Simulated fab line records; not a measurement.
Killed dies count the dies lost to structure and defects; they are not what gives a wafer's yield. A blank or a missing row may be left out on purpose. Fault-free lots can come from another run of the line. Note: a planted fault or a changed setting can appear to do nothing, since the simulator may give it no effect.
Which tool was responsible? ; flow n5Finfet ; 15 lots, 43 wafers sampled, at 4 steps of a route of 1938

WHAT THE GAUGES READ, wafer by wafer
The record holds no reading of a measuring or inspecting step that can be judged against a usual standard deviation.

TOOL THAT RAN EACH LOT (tool first, then ch and the chambers of the sampled wafers, then the start)
lot;N5_BEOL_M9_ETCH_76;N5_BEOL_M9_CURE_72;N5_BEOL_M10_DEVELOP_10;N5_BEOL_M10_STRIP_19
L798;rieDiel-03 ch 1,2,3, day 9 01:28;uvCure-02 ch 1, day 9 02:14;lithoTrack-02 ch 0, day 9 07:29;rieDiel-02 ch 0,1, day 9 08:02
L799;rieDiel-05 ch 0,2,3, day 9 21:46;uvCure-02 ch 1, day 9 22:29;lithoTrack-02 ch 0, day 10 03:20;rieDiel-02 ch 0,1,2, day 10 03:57
L801;rieDiel-04 ch 1,2,3, day 10 02:03;uvCure-01 ch 1, day 10 02:43;lithoTrack-01 ch 0, day 10 06:52;rieDiel-01 ch 0,3, day 10 07:23
L804;rieDiel-03 ch 0,1,3, day 10 22:10;uvCure-01 ch 2, day 10 22:46;lithoTrack-01 ch 0, day 11 03:44;rieDiel-06 ch 2,3, day 11 04:34
L803;rieDiel-04 ch 0,1,3, day 11 00:59;uvCure-01 ch 2, day 11 01:39;lithoTrack-02 ch 0, day 11 04:53;rieDiel-01 ch 1,3, day 11 06:16
L805;rieDiel-04 ch 0,1,2, day 11 03:41;uvCure-02 ch 0, day 11 04:21;lithoTrack-03 ch 0, day 11 08:39;rieDiel-06 ch 1,3, day 11 09:11
L806;rieDiel-05 ch 0,3, day 11 17:22;uvCure-01 ch 1, day 11 17:58;lithoTrack-02 ch 0, day 12 00:12;rieDiel-06 ch 0,2, day 12 00:49
L808;rieDiel-04 ch 1,2,3, day 11 21:29;uvCure-01 ch 1, day 11 22:06;lithoTrack-01 ch 0, day 12 04:48;rieDiel-01 ch 1,2, day 12 05:46
L813;rieDiel-05 ch 2,3, day 13 11:55;uvCure-01 ch 1, day 13 12:53;lithoTrack-02, day 13 17:20;rieDiel-06 ch 1,2, day 13 18:05
L814;rieDiel-05 ch 1,2, day 13 18:34;uvCure-01 ch 0, day 13 19:18;lithoTrack-01, day 13 23:35;rieDiel-01 ch 2,3, day 14 00:10
L816;rieDiel-04 ch 1,2, day 14 04:21;uvCure-02 ch 0, day 14 04:58;lithoTrack-01 ch 0, day 14 09:02;rieDiel-01 ch 0,1, day 14 09:47
L817;rieDiel-03 ch 1,3, day 14 11:22;uvCure-01 ch 2, day 14 12:02;lithoTrack-02 ch 0, day 14 15:55;rieDiel-01 ch 1,3, day 14 16:27
L815;rieDiel-03 ch 0,1,3, day 14 13:46;uvCure-02 ch 0, day 14 14:22;lithoTrack-03, day 15 00:22;rieDiel-01 ch 2,3, day 15 01:29
L819;rieDiel-04 ch 0,1, day 15 07:29;uvCure-01 ch 0, day 15 08:07;lithoTrack-03 ch 0, day 15 14:23;rieDiel-02 ch 0,2, day 15 15:18
L820;rieDiel-05 ch 0,3, day 15 14:01;uvCure-02 ch 0, day 15 14:38;lithoTrack-02 ch 0, day 15 21:28;rieDiel-01 ch 1,2,3, day 15 21:59
- N5_BEOL_M9_ETCH_76: etches underlayer in N2/H2, target depth 6.5 nm, time 5.2 s.
- N5_BEOL_M9_CURE_72: cures SiCOH lowk, time 120 s.
- N5_BEOL_M10_DEVELOP_10: develop time 30 s.
- N5_BEOL_M10_STRIP_19: strips in O2.

AS READ BY THE TOOLS THEMSELVES (means over the sampled wafers that have a number; for cases with no such wafer, the mark the record gives instead)
N5_BEOL_M9_ETCH_76.
lot;tool;drypumpMotorCurrentA (A);etchRfOnTimeS (s);oesProductAu (a.u.);rfVppV (V);showerheadPlenumPTorr (Torr);throttleValvePct (%)
L798;rieDiel-03;5.6;5.13;0.74;526.1;2.61;17.9
L799;rieDiel-05;5.4;5.22;0.72;524.1;2.55;17.2
L801;rieDiel-04;5.8;5.23;0.61;520.5;2.46;18.0
L804;rieDiel-03;5.3;5.08;0.77;525.3;2.56;17.9
L803;rieDiel-04;5.4;5.14;0.61;521.8;2.42;17.8
L805;rieDiel-04;5.5;5.19;0.59;520.6;2.44;18.0
L806;rieDiel-05;5.2;5.13;0.77;525.0;2.51;17.1
L808;rieDiel-04;5.8;5.15;0.62;521.7;2.45;18.0
L813;rieDiel-05;5.5;5.04;0.82;524.0;2.55;17.1
L814;rieDiel-05;5.7;5.19;0.80;526.5;2.64;17.3
L816;rieDiel-04;5.7;5.24;0.71;521.4;2.46;17.9
L817;rieDiel-03;5.3;5.05;0.74;522.6;2.55;18.0
L815;rieDiel-03;5.3;4.99;0.74;524.7;2.55;17.9
L819;rieDiel-04;5.0;5.09;0.72;524.0;2.55;17.6
L820;rieDiel-05;5.4;5.25;0.71;523.5;2.52;17.2

N5_BEOL_M9_CURE_72.
lot;tool;lampPowerPct (%);wafer_temp_C_max
L798;uvCure-02;52.31;371.1
L799;uvCure-02;52.39;371.0
L801;uvCure-01;52.33;371.3
L804;uvCure-01;52.35;372.2
L803;uvCure-01;52.32;372.7
L805;uvCure-02;52.27;371.1
L806;uvCure-01;52.29;371.2
L808;uvCure-01;52.34;370.9
L813;uvCure-01;52.31;371.0
L814;uvCure-01;52.27;371.6
L816;uvCure-02;52.28;371.6
L817;uvCure-01;52.31;371.8
L815;uvCure-02;52.31;371.0
L819;uvCure-01;52.36;371.3
L820;uvCure-02;52.32;371.2

N5_BEOL_M10_DEVELOP_10.
lot;tool;chillPlateTempC (C);exhaustPa (Pa)
L798;lithoTrack-02;23.12;44.8
L799;lithoTrack-02;23.06;44.1
L801;lithoTrack-01;22.87;44.6
L804;lithoTrack-01;23.01;45.4
L803;lithoTrack-02;23.02;43.1
L805;lithoTrack-03;22.97;44.7
L806;lithoTrack-02;23.14;44.8
L808;lithoTrack-01;23.03;43.8
L813;lithoTrack-02;-;-
L814;lithoTrack-01;-;-
L816;lithoTrack-01;22.94;45.2
L817;lithoTrack-02;22.97;45.2
L815;lithoTrack-03;-;-
L819;lithoTrack-03;23.10;44.9
L820;lithoTrack-02;22.99;45.2

N5_BEOL_M10_STRIP_19.
lot;tool;drypumpMotorCurrentA (A);oesProductAu (a.u.);rfVppV (V);showerheadPlenumPTorr (Torr);throttleValvePct (%)
L798;rieDiel-02;5.7;0.83;3.5;2.13;16.39
L799;rieDiel-02;5.7;0.81;3.4;2.16;16.47
L801;rieDiel-01;6.0;0.74;3.8;1.99;16.83
L804;rieDiel-06;5.3;0.84;4.4;2.21;16.67
L803;rieDiel-01;5.6;0.77;3.7;2.04;16.74
L805;rieDiel-06;6.1;0.79;3.7;2.07;16.69
L806;rieDiel-06;5.4;0.84;3.7;2.23;16.75
L808;rieDiel-01;6.0;0.80;3.9;2.04;16.58
L813;rieDiel-06;6.3;0.78;3.3;2.07;16.79
L814;rieDiel-01;6.2;0.82;3.6;2.03;16.54
L816;rieDiel-01;5.7;0.93;4.2;2.15;16.48
L817;rieDiel-01;5.4;0.89;3.6;2.05;16.57
L815;rieDiel-01;5.9;0.79;3.5;2.02;16.66
L819;rieDiel-02;5.8;0.77;4.0;2.16;16.57
L820;rieDiel-01;5.8;0.84;3.3;2.03;16.59

THE ANSWER, worked out from the rows above alone
Rule: what is usual is taken from the lots themselves. Put in order of their means at a reading, lots are off if they are a third of the lots or fewer, leave a main group of 4 or more, and stand apart from it by a gap of 3 or more times the standard deviation of the main group's means; of several such gaps the widest counts. A main group whose means are all the same, to the digits that the tables above print for the reading, isn't used. A lot without any number at a reading at which 4 lots or more have one is off too. Where the step has rows for the other lots, those lots are counted as sound. After the gauges, taken in route order, come the tools' own readings; for these a lot's mean is taken, as printed above. The first step at which some lot is off is used, and at that step the reading that is off furthest; a lot without a number counts as furthest.
Off: L813, L814, L815, at N5_BEOL_M10_DEVELOP_10 (chillPlateTempC). Without a number there: L813, L814, L815. The main group has a mean of 23.02 C with a standard deviation of 0.075.
If a tool, at that step or one of the process steps before it, ran each lot that is off and ran no sound lot following the first of them, it fits. No candidate that was tried fits.

WHAT THE SIMULATOR PUT IN
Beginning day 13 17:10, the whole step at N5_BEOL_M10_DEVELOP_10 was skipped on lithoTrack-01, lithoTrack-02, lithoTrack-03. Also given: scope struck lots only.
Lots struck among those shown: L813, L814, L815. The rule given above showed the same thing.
